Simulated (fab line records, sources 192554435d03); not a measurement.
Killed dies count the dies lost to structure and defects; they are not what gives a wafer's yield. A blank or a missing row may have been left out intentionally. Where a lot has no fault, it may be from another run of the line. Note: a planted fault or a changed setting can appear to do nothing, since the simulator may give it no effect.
Which of the tools did it? | flow n5 finfet | 10 lots with 30 wafers sampled at 5 steps, on a route of 1938 steps

## WHAT EACH GAUGE READ, for each wafer
N5_BEOL_M15_THK_MEAS_01. Usual: M15_ILD_THK typically reads 1632 nm, with standard deviation 18.
lot  | measured     | on            | M15_ILD_THK (nm) | flag
L306 | day 11 01:29 | film metro-01 | 1612 1617 1647   |
L309 | day 12 11:15 | film metro-02 | 1638 1644 1630   |
L311 | day 13 07:16 | film metro-01 | 1893 1657 1664   | OFF
L315 | day 13 21:21 | film metro-01 | 1871 1878 1648   | OFF
L322 | day 15 18:07 | film metro-02 | 1621 1630 1643   |
L324 | day 16 02:17 | film metro-01 | 1611 1650 1664   |
L325 | day 16 02:25 | film metro-02 | 1631 1656 1659   |
L326 | day 17 06:19 | film metro-02 | 1623 1640 1637   |
L329 | day 17 20:35 | film metro-02 | 1617 1607 1625   |
L328 | day 18 11:55 | film metro-02 | 1658 1634 1618   |

## TOOL THAT RAN EACH LOT (tool first, then ch and the chambers of the sampled wafers, then the start)
lot  | N5_BEOL_M14_DESCUM_33              | N5_BEOL_M14_ETCH_67                | N5_BEOL_M14_PRE_CLEAN_42     | N5_BEOL_M15_ILD_DEP_00
L306 | rie diel-04 ch 0,2,3, day 10 21:04 | rie diel-04 ch 0,2,3, day 10 21:06 | pvd sputter-02, day 10 23:32 | pecvd-04 ch 0,1,2, day 11 01:14
L309 | rie diel-04 ch 1,2,3, day 12 06:52 | rie diel-04 ch 1,2,3, day 12 06:58 | pvd sputter-03, day 12 09:10 | pecvd-01 ch 0,1,2, day 12 11:07
L311 | rie diel-02 ch 0,1,3, day 13 00:31 | rie diel-02 ch 0,1,3, day 13 00:33 | pvd sputter-02, day 13 05:43 | pecvd-04 ch 0,1, day 13 07:01
L315 | rie diel-04 ch 0,1,3, day 13 18:50 | rie diel-04 ch 0,1,3, day 13 18:52 | pvd sputter-03, day 13 19:47 | pecvd-04 ch 0,1,2, day 13 21:05
L322 | rie diel-02 ch 0,1,2, day 15 14:10 | rie diel-02 ch 0,1,2, day 15 14:12 | pvd sputter-03, day 15 16:35 | pecvd-03 ch 0,1,2, day 15 17:52
L324 | rie diel-02 ch 0,2,3, day 15 23:01 | rie diel-02 ch 0,2,3, day 15 23:03 | pvd sputter-01, day 16 00:45 | pecvd-01 ch 0,1,2, day 16 02:02
L325 | rie diel-01 ch 1,2, day 15 23:13   | rie diel-01 ch 1,2, day 15 23:14   | pvd sputter-03, day 16 00:52 | pecvd-04 ch 0,1, day 16 02:10
L326 | rie diel-04 ch 0,2,3, day 17 02:36 | rie diel-04 ch 0,2,3, day 17 02:38 | pvd sputter-03, day 17 04:40 | pecvd-04 ch 0,2, day 17 05:57
L329 | rie diel-01 ch 0,1, day 17 17:23   | rie diel-01 ch 0,1, day 17 17:25   | pvd sputter-03, day 17 19:00 | pecvd-03 ch 0,2, day 17 20:20
L328 | rie diel-02 ch 0,1,3, day 18 05:35 | rie diel-02 ch 0,1,3, day 18 05:41 | pvd sputter-02, day 18 09:42 | pecvd-03 ch 0,1,2, day 18 11:46
- N5_BEOL_M14_DESCUM_33: chemistry O2, time 7.9 s.
- N5_BEOL_M14_ETCH_67: etches SiARC in CF4, target depth 143 nm, time 238.3 s.
- N5_BEOL_M14_PRE_CLEAN_42: time 30 s.
- N5_BEOL_M15_ILD_DEP_00: deposits SiO2 from TEOS/O2, target thk 1629.3 nm, time 346.1 s.

## WHAT THE TOOLS THEMSELVES READ (means of the sampled wafers that have a number; where no wafer has one, the mark that the record gives instead)
N5_BEOL_M14_DESCUM_33. Usual: drypump motor current A 5.5 A, standard deviation 0.35; oes product au 0.82 a.u., standard deviation 0.076; rf vpp V 243.3 V, standard deviation 1.1; showerhead plenum p Torr 2.11 Torr, standard deviation 0.053; throttle valve pct 20.42 %, standard deviation 0.16.
lot  | tool        | drypump motor current A (A) | oes product au (a.u.) | rf vpp V (V) | showerhead plenum p Torr (Torr) | throttle valve pct (%) | flag
L306 | rie diel-04 | 5.6                         | 0.79                  | 242.5        | 2.10                            | 20.53                  |
L309 | rie diel-04 | 5.5                         | 0.83                  | 242.8        | 2.09                            | 20.47                  |
L311 | rie diel-02 | 5.1                         | 0.82                  | 243.1        | 2.13                            | 20.53                  |
L315 | rie diel-04 | 5.6                         | 0.87                  | 243.1        | 2.07                            | 20.40                  |
L322 | rie diel-02 | 5.3                         | 0.78                  | 243.3        | 2.10                            | 20.60                  |
L324 | rie diel-02 | 5.4                         | 0.75                  | 243.6        | 2.12                            | 20.48                  |
L325 | rie diel-01 | 6.0                         | 0.88                  | 243.5        | 2.15                            | 20.19                  |
L326 | rie diel-04 | 5.6                         | 0.81                  | 242.8        | 2.09                            | 20.48                  |
L329 | rie diel-01 | 5.7                         | 0.85                  | 243.7        | 2.14                            | 20.19                  |
L328 | rie diel-02 | 5.2                         | 0.88                  | 243.3        | 2.12                            | 20.49                  |

N5_BEOL_M14_ETCH_67. Usual: drypump motor current A 5.5 A, standard deviation 0.35; etch rf on time s 237 s, standard deviation 3.7; oes product au 0.70 a.u., standard deviation 0.066; rf vpp V 184.2 V, standard deviation 1.1; showerhead plenum p Torr 2.15 Torr, standard deviation 0.052; throttle valve pct 15.59 %, standard deviation 0.16.
lot  | tool        | drypump motor current A (A) | etch rf on time s (s) | oes product au (a.u.) | rf vpp V (V) | showerhead plenum p Torr (Torr) | throttle valve pct (%) | flag
L306 | rie diel-04 | 5.6                         | 237                   | 0.67                  | 183.3        | 2.15                            | 15.69                  |
L309 | rie diel-04 | 5.5                         | 235                   | 0.71                  | 184.3        | 2.14                            | 15.60                  |
L311 | rie diel-02 | 5.2                         | 238                   | 0.70                  | 184.8        | 2.18                            | 15.71                  |
L315 | rie diel-04 | 5.6                         | 237                   | 0.73                  | 183.6        | 2.12                            | 15.54                  |
L322 | rie diel-02 | 5.3                         | 238                   | 0.67                  | 185.6        | 2.14                            | 15.75                  |
L324 | rie diel-02 | 5.4                         | 237                   | 0.65                  | 184.6        | 2.16                            | 15.69                  |
L325 | rie diel-01 | 5.9                         | 239                   | 0.76                  | 184.2        | 2.20                            | 15.36                  |
L326 | rie diel-04 | 5.6                         | 235                   | 0.70                  | 183.4        | 2.13                            | 15.61                  |
L329 | rie diel-01 | 5.7                         | 241                   | 0.72                  | 184.3        | 2.20                            | 15.39                  |
L328 | rie diel-02 | 5.2                         | 235                   | 0.75                  | 184.3        | 2.16                            | 15.65                  |

N5_BEOL_M14_PRE_CLEAN_42. Usual: heater power w 455 W, standard deviation 46.
lot  | tool           | heater power w (W) | flag
L306 | pvd sputter-02 | 429                |
L309 | pvd sputter-03 | 467                |
L311 | pvd sputter-02 | 428                |
L315 | pvd sputter-03 | 451                |
L322 | pvd sputter-03 | 473                |
L324 | pvd sputter-01 | 386                |
L325 | pvd sputter-03 | 446                |
L326 | pvd sputter-03 | 478                |
L329 | pvd sputter-03 | 477                |
L328 | pvd sputter-02 | 488                |

N5_BEOL_M15_ILD_DEP_00. Usual: heater power w 534 W, standard deviation 120; run length s 388.9 s, standard deviation 0.56; showerhead plenum p Torr 8.350 Torr, standard deviation 0.024; throttle valve pct 18.9 %, standard deviation 0.77.
lot  | tool     | heater power w (W) | run length s (s) | showerhead plenum p Torr (Torr) | throttle valve pct (%) | flag
L306 | pecvd-04 | 534                | 389.3            | 8.363                           | 18.8                   |
L309 | pecvd-01 | 451                | 389.0            | 8.326                           | 18.5                   |
L311 | pecvd-04 | 570                | 406.3            | 8.370                           | 19.2                   | OFF
L315 | pecvd-04 | 568                | 424.0            | 8.364                           | 18.9                   | OFF
L322 | pecvd-03 | 560                | 388.5            | 8.347                           | 19.4                   |
L324 | pecvd-01 | 447                | 389.0            | 8.337                           | 18.6                   |
L325 | pecvd-04 | 573                | 389.3            | 8.366                           | 18.9                   |
L326 | pecvd-04 | 586                | 389.0            | 8.364                           | 18.7                   |
L329 | pecvd-03 | 651                | 388.4            | 8.338                           | 19.1                   |
L328 | pecvd-03 | 509                | 388.4            | 8.345                           | 19.5                   |

## THE ANSWER, worked out from the rows above alone
Rule: a lot counts as off when the mean over its wafers that have a number is more than 3 standard deviations away from the usual mean. A lot without any number at a reading at which 4 lots or more have one is off too. Any other lot the step has rows for is counted as sound. The gauges are gone through in route order, then the tools' own readings, and for those a lot's mean is taken as printed above. The first step at which some lot is off is used, and at that step the reading that is off furthest; a lot without a number counts as furthest.
Off: L311, L315, seen at N5_BEOL_M15_THK_MEAS_01 (M15_ILD_THK).
A tool fits if, at a process step before that reading, it ran every lot that is off, and no sound lot after the first of them. The gauges at N5_BEOL_M15_THK_MEAS_01 aren't tried: what is off there is off at N5_BEOL_M15_ILD_DEP_00 too, on other tools, and a gauge's error can't cause that. No candidate that was tried fits.

## WHAT THE SIMULATOR HAD PUT IN
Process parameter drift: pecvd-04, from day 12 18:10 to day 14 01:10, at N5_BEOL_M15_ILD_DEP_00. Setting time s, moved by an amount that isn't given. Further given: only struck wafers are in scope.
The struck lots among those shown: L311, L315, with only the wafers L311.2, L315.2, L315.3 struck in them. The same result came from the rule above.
